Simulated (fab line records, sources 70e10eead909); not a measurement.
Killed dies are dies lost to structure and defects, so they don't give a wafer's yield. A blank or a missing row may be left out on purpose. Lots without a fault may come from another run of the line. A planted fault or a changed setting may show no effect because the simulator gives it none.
Chamber matching | flow nand_harc | NHARC_A_CONTACT_ETCH_90 on rie_diel-08: 4 sister chambers
The step etches the open film in CH3F/O2, target depth 40 nm, time 85.7 s. 4 wafers are shown with their chamber, then 12 later ones without.

WAFERS WITH THEIR CHAMBER
wafer  | chamber | showerhead_plenum_p_Torr (Torr)
L082.4 | 3       | 2.48
L082.5 | 2       | 2.32
L085.4 | 1       | 2.59
L085.6 | 0       | 2.48

WAFERS WITHOUT THEIR CHAMBER
wafer  | showerhead_plenum_p_Torr (Torr)
L086.1 | 2.32
L086.2 | 2.47
L086.6 | 2.59
L088.2 | 2.47
L088.4 | 2.59
L088.5 | 2.59
L089.3 | 2.31
L089.4 | 2.47
L089.5 | 2.47
L096.4 | 2.46
L096.5 | 2.57
L096.6 | 2.30

WHICH CHAMBER EACH WENT THROUGH
wafer  | from the rows above     | in truth
L086.1 | 2                       | 2
L086.2 | can't be placed: 0 or 3 | 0
L086.6 | 1                       | 1
L088.2 | can't be placed: 0 or 3 | 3
L088.4 | 1                       | 1
L088.5 | 1                       | 1
L089.3 | 2                       | 2
L089.4 | can't be placed: 0 or 3 | 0
L089.5 | can't be placed: 0 or 3 | 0
L096.4 | can't be placed: 0 or 3 | 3
L096.5 | 1                       | 1
L096.6 | 2                       | 2
Placed correctly: 7 of 12. Can't be placed from these rows: 5 (the true chamber is among the candidates in 5). Placed wrongly: 0.
How it was worked out, from the rows above alone: a wafer's distance from a chamber is the root of the sum, over the readings, of the square of ((its reading less the chamber's mean) divided by the reading's scatter). The wafer belongs to the nearest chamber; if the next one is less than 2 further off, it can't be placed. A chamber's mean is the mean of its shown wafers. The scatter: with one shown wafer a chamber, the root of the mean of the squares of how far each hidden wafer lies from its nearest shown one.
